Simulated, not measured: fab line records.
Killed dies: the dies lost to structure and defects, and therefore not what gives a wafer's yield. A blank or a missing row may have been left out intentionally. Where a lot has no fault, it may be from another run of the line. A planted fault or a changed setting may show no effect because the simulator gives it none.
Chamber matching | flow n5_finfet | 3 sister chambers for N5_BEOL_M6_CURE_74 on uv_cure-01
The step cures SiCOH lowk, time 240 s. 27 wafers are shown with their chamber, then 12 later ones without.

== WAFERS WITH THEIR CHAMBER ==
wafer  | chamber | wafer_temp_C_max | lamp_power_pct (%)
L074.1 | 0       | 388.1            | 52.34
L074.3 | 0       | 387.4            | 52.24
L074.5 | 0       | 387.0            | 52.30
L078.2 | 0       | 387.1            | 52.35
L078.4 | 0       | 386.9            | 52.34
L078.5 | 0       | 386.8            | 52.23
L082.1 | 1       | 386.4            | 52.31
L082.3 | 1       | 386.5            | 52.29
L082.5 | 1       | 387.0            | 52.20
L082.2 | 1       | 386.7            | 52.32
L082.4 | 1       | 386.6            | 52.30
L082.6 | 1       | 386.3            | 52.24
L085.3 | 2       | 387.2            | 52.33
L085.5 | 2       | 387.8            | 52.36
L085.6 | 2       | 387.4            | 52.32
L087.2 | 0       | 387.0            | 52.30
L087.4 | 0       | 387.2            | 52.27
L087.6 | 0       | 386.5            | 52.36
L086.1 | 2       | 387.6            | 52.34
L086.2 | 2       | 387.8            | 52.42
L086.5 | 2       | 388.4            | 52.17
L086.3 | 2       | 387.6            | 52.28
L086.4 | 2       | 388.3            | 52.33
L086.6 | 2       | 388.5            | 52.18
L089.2 | 1       | 386.8            | 52.27
L089.4 | 1       | 386.3            | 52.27
L089.6 | 1       | 386.4            | 52.31

SIGNATURES (means of the wafers above)
reading          | chamber 0 | chamber 1 | chamber 2 | scatter within a chamber
wafer_temp_C_max | 387.111   | 386.556   | 387.844   | 0.395
lamp_power_pct   | 52.3033   | 52.2789   | 52.3033   | 0.0592
Rule: for a wafer and a chamber, the distance is found by dividing, reading by reading, the gap between the wafer's reading and the chamber's mean by the reading's scatter, squaring, summing and taking the root. If the next closest chamber is less than 2 further off than the closest, the wafer can't be placed; otherwise it belongs to the closest. How the scatter is found: for the shown wafers, subtract from each reading the mean of its chamber, square and add these, divide the total by (wafers less chambers), then take the root.

== WAFERS MISSING THEIR CHAMBER ==
wafer  | wafer_temp_C_max | lamp_power_pct (%)
L090.1 | 386.6            | 52.36
L090.5 | 386.9            | 52.31
L090.6 | 386.6            | 52.28
L090.2 | 387.1            | 52.25
L090.3 | 386.3            | 52.31
L090.4 | 386.6            | 52.27
L093.3 | 386.4            | 52.23
L093.4 | 386.6            | 52.36
L093.5 | 386.5            | 52.27
L097.1 | 387.0            | 52.35
L097.4 | 386.2            | 52.32
L097.5 | 387.0            | 52.37

== WHICH CHAMBER EACH WENT THROUGH ==
wafer  | from the rows above          | in truth
L090.1 | can't be placed: 1 or 0 or 2 | 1
L090.5 | can't be placed: 0 or 1 or 2 | 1
L090.6 | can't be placed: 1 or 0      | 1
L090.2 | can't be placed: 0 or 1 or 2 | 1
L090.3 | can't be placed: 1 or 0      | 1
L090.4 | can't be placed: 1 or 0      | 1
L093.3 | can't be placed: 1 or 0      | 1
L093.4 | can't be placed: 1 or 0 or 2 | 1
L093.5 | can't be placed: 1 or 0      | 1
L097.1 | can't be placed: 0 or 1 or 2 | 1
L097.4 | can't be placed: 1 or 0      | 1
L097.5 | can't be placed: 0 or 1 or 2 | 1
Correctly placed: 0 of 12. Can't be placed from these rows: 12 (the true chamber is among the candidates in 12). 0 placed wrongly.
